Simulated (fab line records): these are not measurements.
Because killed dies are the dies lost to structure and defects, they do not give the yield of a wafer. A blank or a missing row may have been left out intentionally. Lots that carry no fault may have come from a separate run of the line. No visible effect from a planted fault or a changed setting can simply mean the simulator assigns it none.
8D (eight disciplines) problem report, filled in by code -- flow nand-harc -- the parts of the form that need people (team, actions taken, sign-off) are left out

== 1. PROBLEM STATEMENT ==
raw-defect-count at NHARC_A_CHANNEL_HOLE_D1_INSPECT_40 reads a mean of 901 on 2 wafers of 2 lots; wafers without a fault read 65 with a standard deviation of 16. Relative to the usual mean, that is a shift of +52 standard deviations.
First observed at day 11 15:52: wafer L892.5, on defect-inspect-01. Wafers with a number at this step in the record: 36, from 12 lots. The rule behind "out" and "out of limits": a value lying over 4 standard deviations away from the usual mean. All remaining wafers that have a number are taken as sound.

== 2. WHAT IT IS; WHAT IT IS NOT ==
question,is,is not
which readings at this step,raw-defect-count,-
which lots,"L892, L893","L879, L880, L882, L883, L886, L894, L896, L899, L901, L902"
which wafers of those lots,"L892.5, L893.6","L892.1, L892.3, L893.1, L893.2"
read on which gauges,defect-inspect-01,defect-inspect-02
when,from day 11 15:52,"up to then (17 sound wafers); but 17 sound wafers of L893, L894, L896, L899, L901, L902 came after"

== 3. THE SUSPECTS, EACH WITH WHAT RULES IT OUT ==
Counting: a tool at a process step up to the reading stays a suspect if it ran every lot that is out. Sound lots after the first of them don't rule it out here, since some wafers of a struck lot are sound.
- the gauge at NHARC_A_CHANNEL_HOLE_D1_INSPECT_40: kept. All the wafers that are out were read on defect-inspect-01, and no step on other tools shows them out.
- rie-diel-09 at NHARC_A_CHANNEL_HOLE_D1_DESCUM_15 (chemistry O2, time 3 s): kept. Every lot that is out went through it, the first being L892 (day 11 08:57); the last sound lot it ran before that was L883 (day 9 07:55).
- rie-diel-05 at NHARC_A_CHANNEL_HOLE_D1_STRIP_42 (strips in CF4/CHF3): kept. Every lot that is out went through it, the first being L892 (day 11 14:46); the last sound lot it ran before that was L883 (day 9 13:42).
After the count, these remain: rie-diel-09 at NHARC_A_CHANNEL_HOLE_D1_DESCUM_15, rie-diel-05 at NHARC_A_CHANNEL_HOLE_D1_STRIP_42 and defect-inspect-01 at NHARC_A_CHANNEL_HOLE_D1_INSPECT_40.

== 4. THE CAUSE (what the simulator had put in) ==
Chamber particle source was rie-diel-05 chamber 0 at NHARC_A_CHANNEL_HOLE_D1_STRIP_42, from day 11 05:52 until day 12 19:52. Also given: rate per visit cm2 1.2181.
Of the 3 suspects that counting leaves, this tool is one.

== 5. THE EFFECT CHAIN, in route order ==
Each row: a reading where the mean over the struck wafers with a number is more than 3 standard deviations away from the usual. Readings are gone through only where the record gives a usual standard deviation; hours: the median, over the lots, of the time from a lot's start at the first step in this table giving one to that lot's start at this step; sigmas: the change measured in usual standard deviations.
hours,step,reading,usual,on struck wafers,change,sigmas
0,NHARC_A_CHANNEL_HOLE_D1_INSPECT_40,raw-defect-count,65,901,+836,+52
323,NHARC_END_SORT_01,killed-at-array,27,72,+46,+3.8
323,NHARC_END_SORT_01,killed-dies,31,74,+43,+3.6

== 6. HOW IT WOULD HAVE BEEN CAUGHT EARLIER ==
The first out-of-limits reading at a measuring or inspecting step in this record came at day 11 15:52, 10 hours after the fault's start at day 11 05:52.
Among the 2 lots that are out, L893 began NHARC_A_CHANNEL_HOLE_D1_STRIP_42 on rie-diel-05 after day 11 15:52. Holding the tool at that time would have saved it.
